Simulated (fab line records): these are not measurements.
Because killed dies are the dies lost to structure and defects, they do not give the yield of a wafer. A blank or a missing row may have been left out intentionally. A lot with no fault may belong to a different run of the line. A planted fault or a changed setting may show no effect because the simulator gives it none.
A sampling plan put to the test	flow nand_harc	one fab line, 37 faults that these records tell of, each judged on the records of the lots that it struck; 1 more is left out, because the records don't allow judging it
The plan is the line's own looks: the steps of the route at which a gauge or an inspection reads the wafer and doesn't change it. Where struck wafers have a number at a look and the file lists that look's usual mean and standard deviation on fault-free wafers, the look can be judged. Caught: the struck wafers' mean, at a look after the fault's first step, is 4 or more of those standard deviations (sigma) away from the usual mean. On the tool: here the same test is run on the tool's own readings at the fault's steps. Also counted as caught: the struck wafers showing another recipe, or a record that is empty for them alone.

THE FAULTS, as the simulator had put them in
1. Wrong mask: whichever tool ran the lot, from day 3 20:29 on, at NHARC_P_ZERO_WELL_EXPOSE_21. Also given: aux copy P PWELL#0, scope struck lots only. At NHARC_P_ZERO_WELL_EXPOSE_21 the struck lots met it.
2. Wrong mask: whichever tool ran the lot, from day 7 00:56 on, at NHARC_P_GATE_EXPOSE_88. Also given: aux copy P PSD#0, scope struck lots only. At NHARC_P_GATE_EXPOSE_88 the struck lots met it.
3. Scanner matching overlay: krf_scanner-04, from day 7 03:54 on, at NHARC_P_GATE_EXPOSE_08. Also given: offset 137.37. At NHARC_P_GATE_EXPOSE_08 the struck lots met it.
4. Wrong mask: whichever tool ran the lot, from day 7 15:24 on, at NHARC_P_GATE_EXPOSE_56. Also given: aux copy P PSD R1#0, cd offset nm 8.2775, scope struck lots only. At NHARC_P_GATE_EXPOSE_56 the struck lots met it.
5. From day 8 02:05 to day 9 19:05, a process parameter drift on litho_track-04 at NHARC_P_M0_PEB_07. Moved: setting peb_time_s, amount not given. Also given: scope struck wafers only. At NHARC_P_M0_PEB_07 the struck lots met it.
6. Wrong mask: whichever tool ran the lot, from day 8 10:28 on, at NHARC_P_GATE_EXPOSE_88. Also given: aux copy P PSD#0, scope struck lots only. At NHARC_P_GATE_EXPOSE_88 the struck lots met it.
7. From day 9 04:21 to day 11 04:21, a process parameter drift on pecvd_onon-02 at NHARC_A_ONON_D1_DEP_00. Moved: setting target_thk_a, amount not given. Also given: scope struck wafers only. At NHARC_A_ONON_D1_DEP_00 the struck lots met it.
8. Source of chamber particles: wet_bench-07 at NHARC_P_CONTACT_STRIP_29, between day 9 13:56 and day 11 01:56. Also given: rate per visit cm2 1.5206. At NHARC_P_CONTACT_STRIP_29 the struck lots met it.
9. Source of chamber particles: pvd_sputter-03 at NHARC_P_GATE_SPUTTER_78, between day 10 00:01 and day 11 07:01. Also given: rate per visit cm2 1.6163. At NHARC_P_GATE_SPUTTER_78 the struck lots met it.
10. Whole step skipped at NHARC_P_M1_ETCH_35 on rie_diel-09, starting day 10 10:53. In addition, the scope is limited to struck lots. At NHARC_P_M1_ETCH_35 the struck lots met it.
11. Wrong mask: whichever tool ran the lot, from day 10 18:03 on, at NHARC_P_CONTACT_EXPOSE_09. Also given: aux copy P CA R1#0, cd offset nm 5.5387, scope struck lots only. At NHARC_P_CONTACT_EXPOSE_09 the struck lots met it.
12. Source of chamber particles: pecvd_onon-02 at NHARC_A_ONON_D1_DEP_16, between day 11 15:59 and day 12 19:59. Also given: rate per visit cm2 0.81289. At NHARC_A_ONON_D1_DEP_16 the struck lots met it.
13. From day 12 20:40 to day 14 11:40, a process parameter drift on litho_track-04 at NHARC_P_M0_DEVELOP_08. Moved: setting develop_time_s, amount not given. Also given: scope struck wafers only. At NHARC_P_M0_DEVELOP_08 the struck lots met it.
14. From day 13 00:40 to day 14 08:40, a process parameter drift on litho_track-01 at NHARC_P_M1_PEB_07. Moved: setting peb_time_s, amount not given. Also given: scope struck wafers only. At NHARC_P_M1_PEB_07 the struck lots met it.
15. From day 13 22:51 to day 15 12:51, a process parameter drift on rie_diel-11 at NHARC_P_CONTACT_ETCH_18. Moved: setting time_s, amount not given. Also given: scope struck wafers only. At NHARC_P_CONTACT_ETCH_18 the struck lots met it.
16. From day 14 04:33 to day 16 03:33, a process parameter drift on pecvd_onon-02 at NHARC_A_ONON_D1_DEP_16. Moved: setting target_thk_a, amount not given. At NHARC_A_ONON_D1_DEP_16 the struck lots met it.
17. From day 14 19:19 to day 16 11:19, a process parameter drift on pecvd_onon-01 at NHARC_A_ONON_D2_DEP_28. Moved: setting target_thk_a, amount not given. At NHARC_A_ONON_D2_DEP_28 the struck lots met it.
18. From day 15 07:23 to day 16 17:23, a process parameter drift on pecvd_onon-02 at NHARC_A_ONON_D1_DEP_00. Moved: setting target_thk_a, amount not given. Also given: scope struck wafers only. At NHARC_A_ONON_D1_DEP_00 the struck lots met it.
19. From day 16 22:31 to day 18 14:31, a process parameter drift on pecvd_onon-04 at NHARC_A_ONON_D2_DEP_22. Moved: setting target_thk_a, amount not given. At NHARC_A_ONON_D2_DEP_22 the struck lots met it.
20. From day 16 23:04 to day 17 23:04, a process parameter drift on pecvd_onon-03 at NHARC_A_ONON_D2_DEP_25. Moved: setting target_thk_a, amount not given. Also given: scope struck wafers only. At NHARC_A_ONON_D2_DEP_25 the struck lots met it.
21. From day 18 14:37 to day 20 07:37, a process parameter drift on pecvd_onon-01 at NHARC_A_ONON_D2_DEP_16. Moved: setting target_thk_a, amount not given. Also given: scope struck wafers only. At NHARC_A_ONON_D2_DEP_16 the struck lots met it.
22. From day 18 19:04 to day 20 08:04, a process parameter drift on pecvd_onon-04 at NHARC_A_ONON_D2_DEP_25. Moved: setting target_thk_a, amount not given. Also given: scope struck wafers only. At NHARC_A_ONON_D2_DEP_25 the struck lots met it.
23. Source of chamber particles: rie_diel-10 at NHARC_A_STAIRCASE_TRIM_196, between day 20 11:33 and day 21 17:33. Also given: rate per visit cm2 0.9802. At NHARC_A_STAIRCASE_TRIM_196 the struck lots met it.
24. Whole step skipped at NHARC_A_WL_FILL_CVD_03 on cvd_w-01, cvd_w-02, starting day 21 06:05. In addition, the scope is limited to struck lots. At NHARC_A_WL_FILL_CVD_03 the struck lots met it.
25. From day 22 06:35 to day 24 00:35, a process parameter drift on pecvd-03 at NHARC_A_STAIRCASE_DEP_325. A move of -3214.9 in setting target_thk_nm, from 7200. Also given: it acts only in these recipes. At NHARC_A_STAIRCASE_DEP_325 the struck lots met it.
26. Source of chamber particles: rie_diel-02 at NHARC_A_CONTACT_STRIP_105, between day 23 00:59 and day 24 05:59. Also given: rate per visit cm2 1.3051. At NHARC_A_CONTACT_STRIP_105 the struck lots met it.
27. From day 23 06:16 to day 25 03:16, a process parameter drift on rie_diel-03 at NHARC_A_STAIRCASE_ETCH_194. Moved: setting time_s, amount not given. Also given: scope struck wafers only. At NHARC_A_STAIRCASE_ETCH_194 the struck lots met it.
28. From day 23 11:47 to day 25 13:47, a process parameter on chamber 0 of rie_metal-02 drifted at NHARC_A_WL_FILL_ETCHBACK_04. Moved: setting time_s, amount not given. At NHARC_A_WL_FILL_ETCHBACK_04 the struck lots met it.
29. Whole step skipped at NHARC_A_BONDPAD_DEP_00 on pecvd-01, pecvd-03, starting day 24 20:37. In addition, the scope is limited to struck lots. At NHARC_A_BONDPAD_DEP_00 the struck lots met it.
30. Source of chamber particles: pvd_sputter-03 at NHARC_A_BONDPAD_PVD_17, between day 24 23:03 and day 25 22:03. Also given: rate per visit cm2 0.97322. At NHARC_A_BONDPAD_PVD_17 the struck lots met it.
31. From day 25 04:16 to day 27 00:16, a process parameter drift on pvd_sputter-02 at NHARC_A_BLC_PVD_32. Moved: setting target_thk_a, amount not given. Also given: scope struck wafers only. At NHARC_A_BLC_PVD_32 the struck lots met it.
32. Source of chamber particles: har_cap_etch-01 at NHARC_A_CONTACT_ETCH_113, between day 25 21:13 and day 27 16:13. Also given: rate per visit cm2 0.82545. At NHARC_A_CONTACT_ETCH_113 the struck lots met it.
33. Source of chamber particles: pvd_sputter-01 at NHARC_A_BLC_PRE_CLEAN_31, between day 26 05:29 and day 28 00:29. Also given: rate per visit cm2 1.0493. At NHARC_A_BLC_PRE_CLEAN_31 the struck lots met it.
34. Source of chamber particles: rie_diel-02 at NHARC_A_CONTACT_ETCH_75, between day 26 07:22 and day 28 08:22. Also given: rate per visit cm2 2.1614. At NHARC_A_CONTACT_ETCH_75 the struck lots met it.
35. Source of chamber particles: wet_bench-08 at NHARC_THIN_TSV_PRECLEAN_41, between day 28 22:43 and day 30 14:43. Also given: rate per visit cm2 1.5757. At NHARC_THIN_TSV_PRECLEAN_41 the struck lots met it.
36. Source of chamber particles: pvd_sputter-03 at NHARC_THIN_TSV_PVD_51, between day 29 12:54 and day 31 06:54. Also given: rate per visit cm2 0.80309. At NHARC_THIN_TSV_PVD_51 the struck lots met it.
37. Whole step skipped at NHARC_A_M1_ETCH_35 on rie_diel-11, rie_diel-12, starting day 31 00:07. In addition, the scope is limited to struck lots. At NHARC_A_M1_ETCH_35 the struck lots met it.

WHAT THE PLAN SAW
fault	on the tool itself	first look that catches it	reading, sigma	median hours from its first step to that look	hours from the fault's start to the first struck lot there	judged looks passed uncaught
1	under 2 sigma	NHARC_END_SORT_01	killed_at_periphery +99 or beyond	539.9	545	0
2	no reading that can be judged	NHARC_END_SORT_01	killed_at_periphery +99 or beyond	443.9	450	0
3	under 2 sigma	NHARC_END_SORT_01	killed_at_periphery +99 or beyond	492.0	485	0
4	no reading that can be judged	NHARC_P_GATE_CD_MEAS_59	cd_nm +6.6	0.2	10	0
5	heater_power_total_W +55 sigma	NHARC_P_M0_CD_MEAS_09	cd_nm -12	0.1	10	0
6	under 2 sigma	NHARC_END_SORT_01	killed_at_periphery +99 or beyond	447.9	454	0
7	under 2 sigma	NHARC_A_ONON_D1_THK_MEAS_02	thk_nm -15	0.5	23	0
8	no reading that can be judged	NHARC_END_SORT_01	killed_at_periphery +20	452.7	476	0
9	no reading that can be judged	NHARC_P_GATE_INSPECT_68	raw_defect_count +14	0.8	6	0
10	the tool's record is blank for the struck wafers	NHARC_END_SORT_01	killed_at_periphery +99 or beyond	461.4	463	0
11	under 2 sigma	NHARC_P_CONTACT_CD_MEAS_12	cd_nm +8.0	0.1	2	0
12	no reading that can be judged	NHARC_END_SORT_01	killed_dies +5.1	409.6	405	0
13	no reading that can be judged	none of the 5 looks that can be judged after it	strongest: cd_nm at NHARC_P_M0_CD_MEAS_09, +3.6	-	-	5
14	heater_power_total_W +39 sigma	NHARC_P_M1_CD_MEAS_09	cd_nm -12	0.1	3	0
15	run_length_s -99 or beyond sigma	NHARC_END_SORT_01	killed_at_periphery +99 or beyond	449.6	453	0
16	no reading that can be judged	NHARC_A_ONON_D1_THK_MEAS_18	thk_nm +10	0.5	21	0
17	under 2 sigma	NHARC_A_ONON_D2_THK_MEAS_30	thk_nm -20	0.4	12	0
18	under 2 sigma	NHARC_A_ONON_D1_THK_MEAS_02	thk_nm +39	0.5	6	0
19	no reading that can be judged	NHARC_A_ONON_D2_THK_MEAS_24	thk_nm -13	0.5	4	0
20	no reading that can be judged	NHARC_A_ONON_D2_THK_MEAS_27	thk_nm +48	0.5	4	0
21	under 2 sigma	NHARC_A_ONON_D2_THK_MEAS_18	thk_nm -51	0.5	15	0
22	no reading that can be judged	NHARC_A_ONON_D2_THK_MEAS_27	thk_nm +72	0.4	18	0
23	under 2 sigma	none of the 2 looks that can be judged after it	strongest: killed_at_array at NHARC_END_SORT_01, +3.8	-	-	2
24	the tool's record is blank for the struck wafers	NHARC_END_SORT_01	killed_dies +38	98.8	102	0
25	under 2 sigma	NHARC_END_SORT_01	killed_dies +38	169.4	188	0
26	no reading that can be judged	none of the 2 looks that can be judged after it	strongest: killed_at_array at NHARC_END_SORT_01, +3.9	-	-	2
27	run_length_s +19 sigma	NHARC_END_SORT_01	killed_at_array +8.2	204.1	245	0
28	run_length_s -87 sigma	NHARC_END_SORT_01	killed_dies +33	102.7	123	0
29	the tool's record is blank for the struck wafers	NHARC_END_SORT_01	defect_limited_yield -39	32.5	41	1
30	under 2 sigma	NHARC_END_SORT_01	defect_limited_yield -4.6	30.0	38	1
31	under 2 sigma	NHARC_END_SORT_01	killed_dies +38	45.1	52	1
32	no reading that can be judged	not the one look that can be judged after it	strongest: killed_dies at NHARC_END_SORT_01, +3.7	-	-	1
33	no reading that can be judged	NHARC_END_SORT_01	killed_at_array +4.1	54.4	82	2
34	under 2 sigma	NHARC_END_SORT_01	killed_at_array +4.7	69.8	75	1
35	no reading that can be judged	NHARC_END_SORT_01	killed_at_other +70	23.3	28	0
36	under 2 sigma	NHARC_END_SORT_01	killed_at_other +55	15.3	25	1
37	the tool's record is blank for the struck wafers	NHARC_END_SORT_01	defect_limited_yield -39	41.5	44	0
Dash: fault not caught, or number not given in these records.

Caught at a look: 33 of 37. Caught on the tool: 9 of 37. By one or the other: 33 of 37.
Caught at a look alone: faults 1, 2, 3, 4, 6, 7, 8, 9, 11, 12, 16, 17, 18, 19, 20, 21, 22, 25, 30, 31, 33, 34, 35, 36.
Caught by neither: faults 13, 23, 26, 32.

THINNER SAMPLING
In the worst case, this is how late the first struck lot would be measured if the look that catches a fault measured only every second or every third lot, by lot number:
fault	struck lots at that look, in order of time	every lot	every second lot	every third lot
1	L427	545 h	may miss it	may miss it
2	L423	450 h	may miss it	may miss it
3	L775, L777, L780	485 h	542 h	may miss all 3
4	L545	10 h	may miss it	may miss it
5	L287, L286	10 h	11 h	may miss all 2
6	L198	454 h	may miss it	may miss it
7	L682, L683	23 h	40 h	may miss all 2
8	L133, L134	476 h	484 h	may miss all 2
9	L280, L284	6 h	may miss all 2	may miss all 2
10	L111, L112	463 h	472 h	may miss all 2
11	L304	2 h	may miss it	may miss it
12	L885, L887	405 h	may miss all 2	may miss all 2
14	L117, L120	3 h	26 h	may miss all 2
15	L917, L919, L918	453 h	473 h	473 h
16	L547, L548	21 h	25 h	may miss all 2
17	L940, L941	12 h	32 h	may miss all 2
18	L159, L160	6 h	16 h	may miss all 2
19	L504, L505	4 h	18 h	may miss all 2
20	L449, L450	4 h	18 h	may miss all 2
21	L809, L810	15 h	21 h	may miss all 2
22	L161, L160, L162	18 h	31 h	31 h
24	L373, L374	102 h	109 h	may miss all 2
25	L233, L232	188 h	193 h	may miss all 2
27	L861, L860	245 h	248 h	may miss all 2
28	L269	123 h	may miss it	may miss it
29	L791, L790	41 h	41 h	may miss all 2
30	L796, L795	38 h	39 h	may miss all 2
31	L388, L389	52 h	81 h	may miss all 2
33	L586, L587	82 h	94 h	may miss all 2
34	L495, L494	75 h	91 h	may miss all 2
35	L842, L849	28 h	54 h	may miss all 2
36	L246, L249, L247	25 h	40 h	may miss all 3
37	L312, L313	44 h	61 h	may miss all 2
Hours: fault start to first struck lot measured. Since the struck wafers were tested as one group against 4 sigma, a single lot by itself may lie under the limit. Other struck lots may not be in these records.

THE LONGEST TIMED WAY FROM STEP TO LOOK
Fault 1: median gap of 539.9 hours between NHARC_P_ZERO_WELL_EXPOSE_21 and NHARC_END_SORT_01. No look between them can be judged.
